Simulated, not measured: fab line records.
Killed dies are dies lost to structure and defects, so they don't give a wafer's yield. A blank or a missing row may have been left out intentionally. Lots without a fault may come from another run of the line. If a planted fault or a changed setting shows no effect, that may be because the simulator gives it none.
fab line records	flow nand_harc	part 1 of 2: steps 1 to 35 of 46
record: lots: 5	wafers: 15	last_day: 33
route steps=1302 shown A_DECK1_JOINT@525 A_ONON_D2@545 A_CHANNEL_HOLE_D2@570
lots that met no fault: from a run of the same line without faults
start_h: hours from the record's first day to the start of the lot's first wafer shown	wait_h: hours from the lot's prior step to this one	" identical to the entry in the row above	L1.1+2: a row that stands for several wafers	- value missing, or start not given	* or withheld: withheld	< > ~ a bound
route shown NAME@n: NAME is a module with steps in the file, n the number in the route of the first one	usual: mean and standard deviation over wafers with no fault	same: alike in all rows	chamber/n: place in a boat	sites: readings site by site	_std_site: standard deviation across them	_edge_site: inner sites' mean taken away from outer sites' mean	radius_mm: for every site, how far away it sits from the centre of the wafer	mask NAME#n: copy n	behind: the last tool/chamber to shape the wafer	hold: reason for holding the lot/hours on hold/outcome of the hold	device: which transistor (n, p or np) failed to switch	end of line: tests of these same wafers at the route's end	for a step that has no rows: nothing shown but its recipe	killed: dies lost to structure and defects at the first sort, not the wafer's yield	map: a wafer's dies, marking killed ones x, the rest . and places with no die _
set.NAME: the run value of the setting; set.NAME@STEP: its run value at that earlier step	model.NAME: the simulator's own value behind a step, which no gauge read
certain route steps with their lots: each step a table, each wafer a row
services: from which hour (start_h, from the record's first day; less than 0 if before it) a tool's chamber was out of use, for how many hours, and why
== steps ==
step: NHARC_A_DECK1_JOINT_ETCH_11
recipe: target_depth_a: 350	chemistry: dHF	material: SiO2
lot.wafer	tool	chamber	start_h	wait_h
L075.6+5+3	wet_bench-04	5,7,0	256.75	0.0
L076.4+6+2	wet_bench-03	0,1,2	256.79	0.1
L080.1+6+3	wet_bench-02	2,3,4	296.81	0.1
L081.5+6+2	wet_bench-02	0,2,3	323.59	0.0
L097.6+1+5	wet_bench-03	6,7,2	462.19	0.1
step: NHARC_A_DECK1_JOINT_CVD_12
recipe: target_thk_a: 900	temp_c: 620	pressure_mtorr: 200	time_s: 1800	material: poly-Si
lot.wafer	tool	chamber	start_h	wait_h
L075.3+5+6	lpcvd_poly-04	0	259.25	2.4
L076.2+4+6	lpcvd_poly-04	0	259.25	2.4
L080.1+3+6	lpcvd_poly-02	0	299.42	2.6
L081.2+5+6	lpcvd_poly-04	0	326.09	2.4
L097.1+5+6	lpcvd_poly-02	0	464.84	2.6
step: NHARC_A_DECK1_JOINT_CMP_13
recipe: target_thk_nm: 51.023
usual: motor_current_A: 11.4/1.2	time_to_endpoint_s: 8/3.4
lot.wafer	tool	chamber	start_h	wait_h	motor_current_A	time_to_endpoint_s
L076.4	cmp-02	3	262.08	0.4	10.1	5
L076.2	"	1	"	"	11.8	8
L076.6	"	0	"	"	10.1	6
L075.3	cmp-03	0	262.08	0.4	10.9	12
L075.5	"	0	"	"	10.0	14
L075.6	"	1	"	"	12.3	11
L080.3	cmp-03	0	302.33	0.4	10.6	13
L080.1	"	1	"	"	12.8	13
L080.6	"	0	"	"	10.3	13
L081.2	cmp-03	0	329.01	0.4	10.8	12
L081.6	"	1	"	"	13.0	11
L081.5	"	2	"	"	12.7	8
L097.1	cmp-01	1	467.75	0.4	10.8	11
L097.5	"	2	"	"	12.5	9
L097.6	"	3	"	"	12.1	6
step: NHARC_A_DECK1_JOINT_THK_MEAS_14
recipe: thk_meas_gauge: ellipsometry
usual: thk_nm: 50.9/1.9
lot.wafer	tool	chamber	start_h	wait_h	thk_nm
L076.2	film_metro-02	-	262.34	0.2	51.3
L076.4	"	-	"	"	49.1
L076.6	"	-	"	"	47.2
L075.3	film_metro-01	-	262.34	0.2	55.1
L075.5	"	-	"	"	53.7
L075.6	"	-	"	"	52.5
L080.1	film_metro-02	-	302.56	0.2	52.3
L080.3	"	-	"	"	53.8
L080.6	"	-	"	"	52.4
L081.2	film_metro-01	-	329.19	0.2	54.4
L081.5	"	-	"	"	53.2
L081.6	"	-	"	"	53.2
L097.1	film_metro-01	-	467.93	0.2	51.1
L097.5	"	-	"	"	51.6
L097.6	"	-	"	"	51.0
step: NHARC_A_DECK1_JOINT_SRD_04
lot.wafer	tool	chamber	start_h	wait_h
L075.5+6+3	wet_bench-04	2,3,4	262.38	0.0
L076.6+4+2	wet_bench-02	0,1,3	262.38	0.0
L080.3+6+1	wet_bench-03	3,5,6	302.60	0.0
L081.5+2+6	wet_bench-02	2,4,6	329.23	0.0
L097.1+5+6	wet_bench-02	1,4,5	467.97	0.0
step: NHARC_A_DECK1_JOINT_ETCHBACK_00
recipe: target_depth_a: 300	time_s: 17.4	hbr_flow_sccm: 150	rf_w: 350	icp_w: 350	bias_w: 60	chemistry: HBr
usual: drypump_motor_current_A: 6.1/0.43	oes_product_au: 1.006/0.0095	throttle_valve_pct: 23.267/0.0085
lot.wafer	tool	chamber	start_h	wait_h	drypump_motor_current_A	oes_product_au	rf_hours_counter_h	throttle_valve_pct
L075.3	rie_si-02	3	262.49	0.1	6.6	1.018	1.0	23.276
L075.6	"	1	"	"	6.3	1.002	-	23.264
L075.5	"	2	"	"	5.9	0.998	-	23.283
L076.2	rie_si-03	0	262.49	0.1	6.4	1.012	0.2	23.262
L076.4	"	1	"	"	6.2	1.012	0.2	23.257
L076.6	"	2	"	"	5.8	1.003	-	23.273
L080.1	rie_si-02	1	302.69	0.1	6.3	1.019	0.1	23.252
L080.3	"	2	"	"	5.9	1.009	0.1	23.263
L080.6	"	2	"	"	5.9	1.011	-	23.267
L081.2	rie_si-05	3	329.33	0.1	6.1	1.011	0.1	23.247
L081.6	"	2	"	"	6.4	1.005	-	23.265
L081.5	"	3	"	"	6.1	0.994	-	23.279
L097.1	rie_si-03	3	468.08	0.1	6.1	1.002	0.4	23.271
L097.6	"	1	"	"	6.2	0.994	-	23.278
L097.5	"	2	"	"	5.8	0.992	-	23.264
step: NHARC_A_DECK1_JOINT_PRECLEAN_30
recipe: time_s: *	temp_c: 50	bath_age_min: 0	chemistry: SC1
usual: temp_c: 49.99/0.12
lot.wafer	tool	chamber	start_h	wait_h	temp_c
L076.2	wet_bench-02	0	262.61	0.1	49.79
L076.4	"	1	"	"	49.95
L076.6	"	3	"	"	50.04
L075.3	wet_bench-04	1	262.61	0.1	49.90
L075.5	"	3	"	"	50.05
L075.6	"	4	"	"	50.14
L080.1	wet_bench-04	7	302.83	0.1	49.98
L080.3	"	0	"	"	49.94
L080.6	"	4	"	"	49.93
L081.6	wet_bench-04	6	329.46	0.1	49.89
L081.5	"	7	"	"	49.87
L081.2	"	0	"	"	49.92
L097.1	wet_bench-04	1	468.21	0.1	49.88
L097.5	"	4	"	"	49.90
L097.6	"	5	"	"	49.92
step: NHARC_A_DECK1_JOINT_SRD_31
lot.wafer	tool	chamber	start_h	wait_h
L075.3+5+6	wet_bench-04	1,3,4	-	-
L076.2+4+6	wet_bench-02	0,1,3	-	-
L080.1+3+6	wet_bench-04	7,0,4	-	-
L081.6+5+2	wet_bench-04	6,7,0	-	-
L097.1+5+6	wet_bench-04	1,4,5	-	-
step: NHARC_A_DECK1_JOINT_CVD_34
recipe: target_thk_a: 200	temp_c: 700	pressure_mtorr: 300	material: SiNx
lot.wafer	tool	chamber	start_h	wait_h
L075.3+5+6	lpcvd-01	0	265.85	-
L076.2+4+6	lpcvd-01	1	265.85	-
L080.1+3+6	lpcvd-01	1	306.08	-
L081.2+5+6	lpcvd-01	0	332.70	-
L097.1+5+6	lpcvd-02	1	468.60	-
step: NHARC_A_DECK1_JOINT_DEP_06
recipe: target_thk_a: 800	temp_c: 65	material: SiOx
lot.wafer	tool	chamber	start_h	wait_h
L076.2+4+6	fcvd-01	1	269.08	0.4
L075.3+5+6	fcvd-01	0,1,0	269.40	0.7
L080.1+3+6	fcvd-02	1,1,0	309.32	0.4
L081.2+5+6	fcvd-02	0,0,1	335.90	0.4
L097.1+6+5	fcvd-01	1,1,0	471.86	0.4
step: NHARC_A_DECK1_JOINT_CURE_26
recipe: temp_c: 150	time_s: 32	pressure_atm: 0.395
lot.wafer	tool	chamber	start_h	wait_h
L076.2+4+6	fcvd-01	1	269.24	0.1
L075.3+5+6	fcvd-01	0,1,0	269.52	0.1
L080.1+3+6	fcvd-02	1,1,0	309.48	0.1
L081.2+5+6	fcvd-02	0,0,1	336.08	0.1
L097.1+6+5	fcvd-01	1,1,0	472.04	0.1
step: NHARC_A_DECK1_JOINT_ANNEAL_27
recipe: temp_c: 400	time_s: 3600	idle_temp_c: 300	ramp_up_c_per_min: 10	densification_p_h2o_torr: 640
lot.wafer	tool	chamber	start_h	wait_h
L075.3+5+6	furnace-07	0	271.96	2.4
L076.2+4+6	furnace-07	0	271.96	2.7
L080.1+3+6	furnace-07	0	313.20	3.7
L081.2+5+6	furnace-07	0	341.15	5.1
L097.1+5+6	furnace-05	0	475.50	3.5
step: NHARC_A_DECK1_JOINT_ANNEAL_28
recipe: temp_c: 500	time_s: 1800	idle_temp_c: 400	ramp_up_c_per_min: 10	densification_p_h2o_torr: 640
lot.wafer	tool	chamber	start_h	wait_h
L075.3+5+6	furnace-07	0	276.27	2.6
L076.2+4+6	furnace-07	0	276.27	2.6
L080.1+3+6	furnace-07	0	323.62	8.7
L081.2+5+6	furnace-07	0	345.49	2.6
L097.1+5+6	furnace-05	0	480.94	3.7
step: NHARC_A_DECK1_JOINT_ANNEAL_29
recipe: temp_c: 750	time_s: 1800	idle_temp_c: 500	ramp_up_c_per_min: 10	ramp_down_c_per_min: 3
lot.wafer	tool	chamber	start_h	wait_h
L075.3+5+6	furnace-07	0	279.51	2.6
L076.2+4+6	furnace-07	0	279.51	2.6
L080.1+3+6	furnace-07	0	327.92	3.6
L081.2+5+6	furnace-07	0	350.10	3.9
L097.1+5+6	furnace-05	0	485.47	3.9
step: NHARC_A_DECK1_JOINT_CMP_02
recipe: material: SiOx
usual: motor_current_A: 11.6/1.1
lot.wafer	tool	chamber	start_h	wait_h	motor_current_A
L076.2	cmp-02	0	282.20	0.4	10.5
L076.4	"	2	"	"	12.3
L076.6	"	0	"	"	10.1
L075.3	cmp-01	0	282.23	0.4	13.2
L075.6	"	2	"	"	12.3
L075.5	"	3	"	"	11.9
L080.1	cmp-01	1	330.62	0.4	10.7
L080.3	"	2	"	"	11.5
L080.6	"	0	"	"	13.2
L081.2	cmp-03	3	352.87	0.5	9.6
L081.6	"	0	"	"	10.4
L081.5	"	1	"	"	12.9
L097.1	cmp-02	3	488.18	0.4	10.4
L097.6	"	3	"	"	9.9
L097.5	"	0	"	"	9.1
step: NHARC_A_DECK1_JOINT_SRD_15
lot.wafer	tool	chamber	start_h	wait_h
L076.4+2+6	wet_bench-02	1,3,4	282.48	0.0
L075.3+5+6	wet_bench-04	0,1,3	282.49	0.0
L080.3+6+1	wet_bench-03	0,1,2	330.88	0.1
L081.5+2+6	wet_bench-03	5,6,0	353.10	0.0
L097.1+5+6	wet_bench-03	3,6,0	488.47	0.0
step: NHARC_A_DECK1_JOINT_DEP_16
recipe: target_thk_a: 450	temp_c: 400	pressure_torr: 6.5	rf_w: 900	teos_flow_sccm: 161.4	flow_sccm: 2650	target_thk_nm: 45	gas: O2	material: SiO2
usual: heater_power_w: 547/86	throttle_valve_pct: 16.0/0.43
lot.wafer	tool	chamber	start_h	wait_h	heater_power_w	throttle_valve_pct
L076.2	pecvd-02	2	282.57	0.1	397	16.8
L076.6	"	2	"	"	414	16.2
L076.4	"	0	"	"	583	15.7
L075.3	pecvd-01	2	282.63	0.1	578	15.9
L075.6	"	0	"	"	691	16.4
L075.5	"	1	"	"	626	15.9
L080.1	pecvd-01	1	330.96	0.1	648	15.7
L080.3	"	2	"	"	646	15.9
L080.6	"	1	"	"	660	15.7
L081.2	pecvd-02	1	353.24	0.1	472	16.5
L081.5	"	2	"	"	475	16.5
L081.6	"	1	"	"	498	16.5
L097.1	pecvd-01	0	488.60	0.1	624	16.7
L097.6	"	2	"	"	626	15.9
L097.5	"	0	"	"	610	16.7
step: NHARC_A_DECK1_JOINT_THK_MEAS_17
recipe: thk_meas_gauge: ellipsometry
usual: thk_nm: 45.0/1.1
lot.wafer	tool	chamber	start_h	wait_h	thk_nm
L076.2	film_metro-01	-	282.85	0.3	43.5
L076.4	"	-	"	"	45.6
L076.6	"	-	"	"	44.7
L075.3	film_metro-02	-	282.86	0.2	43.7
L075.5	"	-	"	"	47.5
L075.6	"	-	"	"	46.0
L080.1	film_metro-01	-	331.24	0.3	45.0
L080.3	"	-	"	"	43.7
L080.6	"	-	"	"	45.2
L081.2	film_metro-01	-	353.47	0.2	45.3
L081.5	"	-	"	"	47.1
L081.6	"	-	"	"	44.9
L097.1	film_metro-02	-	488.85	0.2	44.3
L097.5	"	-	"	"	44.0
L097.6	"	-	"	"	44.1
step: NHARC_A_DECK1_JOINT_INSPECT_05
usual: raw_defect_count: 295/120
lot.wafer	tool	chamber	start_h	wait_h	raw_defect_count
L076.2	defect_inspect-02	-	282.88	0.0	264
L076.4	"	-	"	"	211
L076.6	"	-	"	"	228
L075.3	defect_inspect-01	-	282.89	0.0	386
L075.5	"	-	"	"	316
L075.6	"	-	"	"	206
L080.1	defect_inspect-02	-	331.28	0.0	241
L080.3	"	-	"	"	302
L080.6	"	-	"	"	420
L081.2	defect_inspect-02	-	353.50	0.0	281
L081.5	"	-	"	"	361
L081.6	"	-	"	"	244
L097.1	defect_inspect-02	-	488.88	0.0	206
L097.5	"	-	"	"	200
L097.6	"	-	"	"	147
step: NHARC_A_ONON_D2_DEP_00
recipe: target_thk_a: 10000	n2_flow_sccm: 2750	n2o_flow_sccm: 2000	nh3_flow_sccm: 500	sih4_flow_sccm: 210	temp_c: 400
lot.wafer	tool	chamber	start_h	wait_h
L076.2+4+6	pecvd_onon-03	0	283.01	0.1
L075.3+5+6	pecvd_onon-04	0	283.07	0.2
L080.1+3+6	pecvd_onon-02	0	331.34	0.1
L081.2+5+6	pecvd_onon-04	0	353.63	0.1
L097.1+5+6	pecvd_onon-03	0	488.95	0.1
step: NHARC_A_ONON_D2_THK_MEAS_02
recipe: thk_meas_gauge: ellipsometry
usual: thk_nm: 996/9.2
lot.wafer	tool	chamber	start_h	wait_h	thk_nm
L076.2	film_metro-01	-	283.46	-	989
L076.4	"	-	"	"	991
L076.6	"	-	"	"	989
L075.3	film_metro-02	-	283.47	-	1007
L075.5	"	-	"	"	1005
L075.6	"	-	"	"	1007
L080.1	film_metro-01	-	331.86	-	984
L080.3	"	-	"	"	984
L080.6	"	-	"	"	985
L081.2	film_metro-02	-	354.08	-	997
L081.5	"	-	"	"	998
L081.6	"	-	"	"	997
L097.1	film_metro-02	-	489.46	-	1003
L097.5	"	-	"	"	1003
L097.6	"	-	"	"	1001
step: NHARC_A_ONON_D2_DEP_03
recipe: target_thk_a: 10000	n2_flow_sccm: 2750	n2o_flow_sccm: 2000	nh3_flow_sccm: 500	sih4_flow_sccm: 210	temp_c: 400
lot.wafer	tool	chamber	start_h	wait_h
L076.2+4+6	pecvd_onon-02	0	283.57	0.1
L075.3+5+6	pecvd_onon-03	0	283.64	0.2
L080.1+3+6	pecvd_onon-02	0	331.91	0.1
L081.2+5+6	pecvd_onon-03	0	354.20	0.1
L097.1+5+6	pecvd_onon-04	0	489.51	0.1
step: NHARC_A_ONON_D2_THK_MEAS_05
recipe: thk_meas_gauge: ellipsometry
usual: thk_nm: 1000/11
lot.wafer	tool	chamber	start_h	wait_h	thk_nm
L076.2	film_metro-01	-	284.02	-	1021
L076.4	"	-	"	"	1018
L076.6	"	-	"	"	1019
L075.3	film_metro-02	-	284.03	-	993
L075.5	"	-	"	"	994
L075.6	"	-	"	"	993
L080.1	film_metro-01	-	332.42	-	1013
L080.3	"	-	"	"	1013
L080.6	"	-	"	"	1014
L081.2	film_metro-01	-	354.65	-	988
L081.5	"	-	"	"	988
L081.6	"	-	"	"	988
L097.1	film_metro-02	-	490.03	-	1012
L097.5	"	-	"	"	1011
L097.6	"	-	"	"	1012
step: NHARC_A_ONON_D2_DEP_06
recipe: target_thk_a: 10000	n2_flow_sccm: 2750	n2o_flow_sccm: 2000	nh3_flow_sccm: 500	sih4_flow_sccm: 210	temp_c: 400
lot.wafer	tool	chamber	start_h	wait_h
L076.2+4+6	pecvd_onon-04	0	284.14	0.1
L075.3+5+6	pecvd_onon-02	0	284.21	0.2
L080.1+3+6	pecvd_onon-04	0	332.48	0.1
L081.2+5+6	pecvd_onon-02	0	354.76	0.1
L097.1+5+6	pecvd_onon-02	0	490.09	0.1
step: NHARC_A_ONON_D2_THK_MEAS_08
recipe: thk_meas_gauge: ellipsometry
usual: thk_nm: 998/7.4
lot.wafer	tool	chamber	start_h	wait_h	thk_nm
L076.2	film_metro-01	-	284.59	-	998
L076.4	"	-	"	"	1000
L076.6	"	-	"	"	999
L075.3	film_metro-01	-	284.60	-	994
L075.5	"	-	"	"	993
L075.6	"	-	"	"	994
L080.1	film_metro-01	-	332.98	-	1000
L080.3	"	-	"	"	998
L080.6	"	-	"	"	1000
L081.2	film_metro-02	-	355.22	-	986
L081.5	"	-	"	"	987
L081.6	"	-	"	"	987
L097.1	film_metro-01	-	490.60	-	995
L097.5	"	-	"	"	995
L097.6	"	-	"	"	994
step: NHARC_A_ONON_D2_DEP_09
recipe: target_thk_a: 10000	n2_flow_sccm: 2750	n2o_flow_sccm: 2000	nh3_flow_sccm: 500	sih4_flow_sccm: 210	temp_c: 400
lot.wafer	tool	chamber	start_h	wait_h
L076.2+4+6	pecvd_onon-03	0	284.70	0.1
L075.3+5+6	pecvd_onon-02	0	284.77	0.2
L080.1+3+6	pecvd_onon-03	0	333.04	0.1
L081.2+5+6	pecvd_onon-04	0	355.33	0.1
L097.1+5+6	pecvd_onon-03	0	490.65	0.1
step: NHARC_A_ONON_D2_THK_MEAS_11
recipe: thk_meas_gauge: ellipsometry
usual: thk_nm: 1005/9.1
lot.wafer	tool	chamber	start_h	wait_h	thk_nm
L076.2	film_metro-01	-	285.15	-	1013
L076.4	"	-	"	"	1014
L076.6	"	-	"	"	1011
L075.3	film_metro-01	-	285.16	-	1003
L075.5	"	-	"	"	1002
L075.6	"	-	"	"	1002
L080.1	film_metro-02	-	333.55	-	997
L080.3	"	-	"	"	998
L080.6	"	-	"	"	995
L081.2	film_metro-01	-	355.78	-	1001
L081.5	"	-	"	"	1000
L081.6	"	-	"	"	1002
L097.1	film_metro-01	-	491.16	-	1010
L097.5	"	-	"	"	1010
L097.6	"	-	"	"	1011
step: NHARC_A_ONON_D2_DEP_12
recipe: target_thk_a: 10000	n2_flow_sccm: 2750	n2o_flow_sccm: 2000	nh3_flow_sccm: 500	sih4_flow_sccm: 210	temp_c: 400
lot.wafer	tool	chamber	start_h	wait_h
L076.2+4+6	pecvd_onon-03	0	285.26	0.1
L075.3+5+6	pecvd_onon-04	0	285.33	0.2
L080.1+3+6	pecvd_onon-04	0	333.61	0.1
L081.2+5+6	pecvd_onon-04	0	355.89	0.1
L097.1+5+6	pecvd_onon-04	0	491.21	0.1
step: NHARC_A_ONON_D2_THK_MEAS_14
recipe: thk_meas_gauge: ellipsometry
usual: thk_nm: 998/9.2
lot.wafer	tool	chamber	start_h	wait_h	thk_nm
L076.2	film_metro-02	-	285.71	-	988
L076.4	"	-	"	"	986
L076.6	"	-	"	"	988
L075.3	film_metro-02	-	285.72	-	1009
L075.5	"	-	"	"	1010
L075.6	"	-	"	"	1009
L080.1	film_metro-01	-	334.12	-	1001
L080.3	"	-	"	"	1002
L080.6	"	-	"	"	1002
L081.2	film_metro-01	-	356.34	-	994
L081.5	"	-	"	"	995
L081.6	"	-	"	"	993
L097.1	film_metro-01	-	491.72	-	1004
L097.5	"	-	"	"	1005
L097.6	"	-	"	"	1005
step: NHARC_A_ONON_D2_ANNEAL_15
recipe: temp_c: 750	time_s: 3600
lot.wafer	tool	chamber	start_h	wait_h
L075.3+5+6	furnace-01	0	289.28	3.6
L076.2+4+6	furnace-01	0	289.28	3.6
L080.1+3+6	furnace-02	0	337.80	3.7
L081.2+5+6	furnace-03	0	359.33	3.0
L097.1+5+6	furnace-01	0	495.11	3.4
step: NHARC_A_ONON_D2_DEP_16
recipe: target_thk_a: 10000	n2_flow_sccm: 2750	n2o_flow_sccm: 2000	nh3_flow_sccm: 500	sih4_flow_sccm: 210	temp_c: 400
lot.wafer	tool	chamber	start_h	wait_h
L076.2+4+6	pecvd_onon-03	0	293.21	0.4
L075.3+5+6	pecvd_onon-04	0	293.29	0.5
L080.1+3+6	pecvd_onon-03	0	341.65	0.4
L081.2+5+6	pecvd_onon-02	0	363.24	0.4
L097.1+5+6	pecvd_onon-03	0	499.05	0.4
step: NHARC_A_ONON_D2_THK_MEAS_18
recipe: thk_meas_gauge: ellipsometry
usual: thk_nm: 1000/8.7
lot.wafer	tool	chamber	start_h	wait_h	thk_nm
L076.2	film_metro-02	-	293.66	-	1005
L076.4	"	-	"	"	1004
L076.6	"	-	"	"	1004
L075.3	film_metro-02	-	293.69	-	986
L075.5	"	-	"	"	985
L075.6	"	-	"	"	984
L080.1	film_metro-01	-	342.16	-	995
L080.3	"	-	"	"	997
L080.6	"	-	"	"	996
L081.2	film_metro-02	-	363.69	-	1010
L081.5	"	-	"	"	1013
L081.6	"	-	"	"	1010
L097.1	film_metro-02	-	499.56	-	992
L097.5	"	-	"	"	991
L097.6	"	-	"	"	990
step: NHARC_A_ONON_D2_DEP_19
recipe: target_thk_a: 10000	n2_flow_sccm: 2750	n2o_flow_sccm: 2000	nh3_flow_sccm: 500	sih4_flow_sccm: 210	temp_c: 400
lot.wafer	tool	chamber	start_h	wait_h
L076.2+4+6	pecvd_onon-02	0	293.78	0.1
L075.3+5+6	pecvd_onon-03	0	293.86	0.2
L080.1+3+6	pecvd_onon-02	0	342.21	0.1
L081.2+5+6	pecvd_onon-02	0	363.81	0.1
L097.1+5+6	pecvd_onon-03	0	499.76	0.2
step: NHARC_A_ONON_D2_THK_MEAS_21
recipe: thk_meas_gauge: ellipsometry
usual: thk_nm: 1003/11
lot.wafer	tool	chamber	start_h	wait_h	thk_nm
L076.2	film_metro-02	-	294.23	-	1011
L076.4	"	-	"	"	1011
L076.6	"	-	"	"	1010
L075.3	film_metro-01	-	294.25	-	989
L075.5	"	-	"	"	988
L075.6	"	-	"	"	988
L080.1	film_metro-01	-	342.73	-	1009
L080.3	"	-	"	"	1010
L080.6	"	-	"	"	1009
L081.2	film_metro-02	-	364.26	-	1015
L081.5	"	-	"	"	1015
L081.6	"	-	"	"	1015
L097.1	film_metro-02	-	500.26	-	1006
L097.5	"	-	"	"	1006
L097.6	"	-	"	"	1008
step: NHARC_A_ONON_D2_DEP_22
recipe: target_thk_a: 10000	n2_flow_sccm: 2750	n2o_flow_sccm: 2000	nh3_flow_sccm: 500	sih4_flow_sccm: 210	temp_c: 400
lot.wafer	tool	chamber	start_h	wait_h
L076.2+4+6	pecvd_onon-04	0	294.34	0.1
L075.3+5+6	pecvd_onon-02	0	294.42	0.2
L080.1+3+6	pecvd_onon-03	0	342.79	0.1
L081.2+5+6	pecvd_onon-02	0	364.38	0.1
L097.1+5+6	pecvd_onon-03	0	500.46	0.2
